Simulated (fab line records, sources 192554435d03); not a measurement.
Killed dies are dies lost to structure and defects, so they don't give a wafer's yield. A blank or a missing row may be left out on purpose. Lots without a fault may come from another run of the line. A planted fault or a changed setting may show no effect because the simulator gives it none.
One fault seen from 2 desks | flow n5_finfet | each desk has only its own numbers; what lay behind them comes last

THE TOOL OWNER'S DESK: pecvd-03
The tool's own readings at N5_PMOS_HMC_CHANNEL_EPI_HM_DEP_34 (deposits SiO2 from TEOS/O2, target thk 36 nm, time 6.9 s): means of the sampled wafers that have a number, for each lot that ran on this tool. A lot is out of limits, marked OUT, if its mean lies more than 4 standard deviations from the usual mean; the brackets give that distance.
Columns: A = chamber_pressure_Torr at N5_PMOS_HMC_CHANNEL_EPI_HM_DEP_34, usual 6.500 Torr; B = heater_power_outer_w at N5_PMOS_HMC_CHANNEL_EPI_HM_DEP_34, usual 330 W; C = heater_power_w at N5_PMOS_HMC_CHANNEL_EPI_HM_DEP_34, usual 606 W; D = rf_fwd_power_W at N5_PMOS_HMC_CHANNEL_EPI_HM_DEP_34, usual 886 W; E = showerhead_plenum_p_Torr at N5_PMOS_HMC_CHANNEL_EPI_HM_DEP_34, usual 8.34 Torr; F = throttle_valve_pct at N5_PMOS_HMC_CHANNEL_EPI_HM_DEP_34, usual 18.6 %
lot  | first seen here | A     | B   | C   | D   | E    | F
L594 | day 5 22:46     | 6.504 | 346 | 646 | 887 | 8.35 | 19.0
This desk's finding: nothing out of limits on the one lot.

THE METROLOGY DESK
What the gauges read, lot by lot, whatever tool the lot ran on: means of the sampled wafers that have a number. A lot is out of limits, marked OUT, if its mean lies more than 4 standard deviations from the usual mean; the brackets give that distance. Of its 10 readings 7 are shown: those that lie furthest out on some lot.
Columns: A = DIBL_N at N5_BEOL_M4_RC_MEAS_101, usual 36.0 mV/V; B = DIBL_P at N5_BEOL_M4_RC_MEAS_101, usual 36.2 mV/V; C = ION_N at N5_BEOL_M4_RC_MEAS_101, usual 674 uA/um; D = ION_P at N5_BEOL_M4_RC_MEAS_101, usual 463 uA/um; E = SS_N at N5_BEOL_M4_RC_MEAS_101, usual 71.4 mV/dec; F = SS_P at N5_BEOL_M4_RC_MEAS_101, usual 73.4 mV/dec; G = VT_N at N5_BEOL_M4_RC_MEAS_101, usual 250.0 mV
lot  | first seen here | A    | B    | C   | D   | E    | F    | G
L593 | day 14 07:17    | 36.5 | 36.0 | 666 | 457 | 71.5 | 73.9 | 252.4
L594 | day 14 10:22    | 35.0 | 37.6 | 680 | 462 | 71.9 | 73.4 | 250.7
This desk's finding: nothing out of limits on any of the 2 lots.

PUT TOGETHER
The tool owner's desk saw nothing out of limits.
The metrology desk saw nothing out of limits.

WHAT THE SIMULATOR HAD PUT IN
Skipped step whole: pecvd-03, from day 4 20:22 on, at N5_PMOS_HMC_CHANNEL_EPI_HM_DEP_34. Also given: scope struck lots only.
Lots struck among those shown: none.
